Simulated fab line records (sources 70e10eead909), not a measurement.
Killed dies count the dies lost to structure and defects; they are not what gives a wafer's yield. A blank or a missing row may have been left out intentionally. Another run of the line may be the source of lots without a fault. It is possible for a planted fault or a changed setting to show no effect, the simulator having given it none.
What tool caused it? -- flow nand-harc -- 11 lots, 33 wafers sampled, at 5 steps of a route of 1302

## WHAT EACH GAUGE READ, for each wafer
NHARC_END_SORT_01.
lot,measured,on,killed-dies
L507,day 24 20:22,prober-02,26 32 26
L509,day 25 04:14,prober-01,76 103 68
L510,day 26 13:32,prober-01,39 34 36
L514,day 27 09:52,prober-02,46 53 44
L523,day 31 12:55,prober-01,677 677 677
L524,day 31 12:59,prober-02,677 677 677
L525,day 31 20:47,prober-02,68 68 87
L526,day 32 21:18,prober-01,45 56 53
L529,day 33 03:28,prober-01,60 46 36
L527,day 32 21:48,prober-02,42 56 55
L530,day 34 12:29,prober-01,50 64 62

## EACH LOT AND THE TOOL THAT RAN IT (in order: tool; ch and the chambers of the sampled wafers; start)
lot,NHARC_A_STAIRCASE_HM_OPEN_460,NHARC_A_STAIRCASE_ETCH_452,NHARC_A_STAIRCASE_HM_OPEN_463,NHARC_A_STAIRCASE_DEP_417
L507,"rie-diel-12 ch 0,3, day 17 08:39 or earlier","rie-diel-12 ch 1,2,3, day 17 08:39 or earlier","rie-diel-13 ch 0,2,3, day 17 08:39 or earlier","pecvd-04 ch 0,1,2, day 17 08:39"
L509,"rie-diel-12 ch 1,3, day 18 01:34 or earlier","rie-diel-12 ch 0,1, day 18 01:34 or earlier","rie-diel-02 ch 0,2, day 18 01:34 or earlier","pecvd-01 ch 0,2, day 18 01:34"
L510,"rie-diel-02 ch 0,2,3, day 19 00:05 or earlier","rie-diel-02 ch 0,2,3, day 19 00:05 or earlier","rie-diel-12 ch 2,3, day 19 00:05 or earlier","pecvd-02 ch 0,1, day 19 00:05"
L514,"rie-diel-02 ch 0,1,2, day 20 01:19 or earlier","rie-diel-02 ch 1,2, day 20 01:19 or earlier","rie-diel-13 ch 1,2, day 20 01:19 or earlier","pecvd-02 ch 0,2, day 20 01:19"
L523,"rie-diel-13 ch 1,3, day 23 22:40 or earlier","rie-diel-13 ch 1,2, day 23 22:40 or earlier","rie-diel-02 ch 0,3, day 23 22:40 or earlier","pecvd-04 ch 0,1,2, day 23 22:40"
L524,"rie-diel-02 ch 0,1,2, day 24 01:16 or earlier","rie-diel-02 ch 0,1,3, day 24 01:16 or earlier","rie-diel-12 ch 0,1,3, day 24 01:16 or earlier","pecvd-02 ch 1,2, day 24 01:16"
L525,"rie-diel-13 ch 1,2, day 24 13:44 or earlier","rie-diel-13 ch 0,3, day 24 13:44 or earlier","rie-diel-12 ch 0,1,2, day 24 13:44 or earlier","pecvd-04 ch 0,1,2, day 24 13:44"
L526,"rie-diel-12 ch 1,3, day 25 04:57 or earlier","rie-diel-12 ch 0,2,3, day 25 04:57 or earlier","rie-diel-12 ch 0,2,3, day 25 04:57 or earlier","pecvd-02 ch 0,1,2, day 25 04:57"
L529,"rie-diel-13 ch 2,3, day 25 18:38 or earlier","rie-diel-13 ch 1,2,3, day 25 18:38 or earlier","rie-diel-13 ch 0,2,3, day 25 18:38 or earlier","pecvd-01 ch 0,2, day 25 18:38"
L527,"rie-diel-12 ch 0,1,3, day 25 21:39 or earlier","rie-diel-12 ch 0,1,2, day 25 21:39 or earlier","rie-diel-12 ch 0,1,3, day 25 21:39 or earlier","pecvd-04 ch 1,2, day 25 21:39"
L530,"rie-diel-12 ch 0,3, day 26 18:54 or earlier","rie-diel-12 ch 0,3, day 26 18:54 or earlier","rie-diel-02 ch 0,1,3, day 26 18:54 or earlier","pecvd-04 ch 0,1,2, day 26 18:54"
- NHARC_A_STAIRCASE_HM_OPEN_460: chemistry O2/COS.
- NHARC_A_STAIRCASE_ETCH_452: etches the open film in CF4/O2, target depth 30 nm, overetch 3 nm, time 16.5 s.
- NHARC_A_STAIRCASE_HM_OPEN_463: chemistry O2/COS.
- NHARC_A_STAIRCASE_DEP_417: deposits Si3N4, target thk 60 nm.

## THE ANSWER, worked out from the rows above alone
Rule: the lots themselves supply what counts as usual. Put in order of their means at a reading, lots are off if they are a third of the lots or fewer, leave a main group of 4 or more, and stand apart from it by a gap of 3 or more times the standard deviation of the main group's means; of several such gaps the widest counts. Not used: any main group whose means are identical at the precision the tables above print for the reading. A lot without any number at a reading at which 4 lots or more have one is off too. Where the step has rows for the other lots, those lots are counted as sound.
Off: L523, L524 (NHARC_END_SORT_01, killed-dies). For the main group the mean is 53 and the standard deviation 16.
A tool fits if, at a process step before that reading, it ran every lot that is off, and no sound lot after the first of them. The gauges at NHARC_END_SORT_01 are tried like those tools. Because NHARC_A_STAIRCASE_HM_OPEN_460 lacks a start for some lots, the hours and order of its lots are taken from NHARC_A_STAIRCASE_DEP_417. Because NHARC_A_STAIRCASE_ETCH_452 lacks a start for some lots, the hours and order of its lots are taken from NHARC_A_STAIRCASE_DEP_417. Because NHARC_A_STAIRCASE_HM_OPEN_463 lacks a start for some lots, the hours and order of its lots are taken from NHARC_A_STAIRCASE_DEP_417. None of those tried fits.

## WHAT WAS PUT IN BY THE SIMULATOR
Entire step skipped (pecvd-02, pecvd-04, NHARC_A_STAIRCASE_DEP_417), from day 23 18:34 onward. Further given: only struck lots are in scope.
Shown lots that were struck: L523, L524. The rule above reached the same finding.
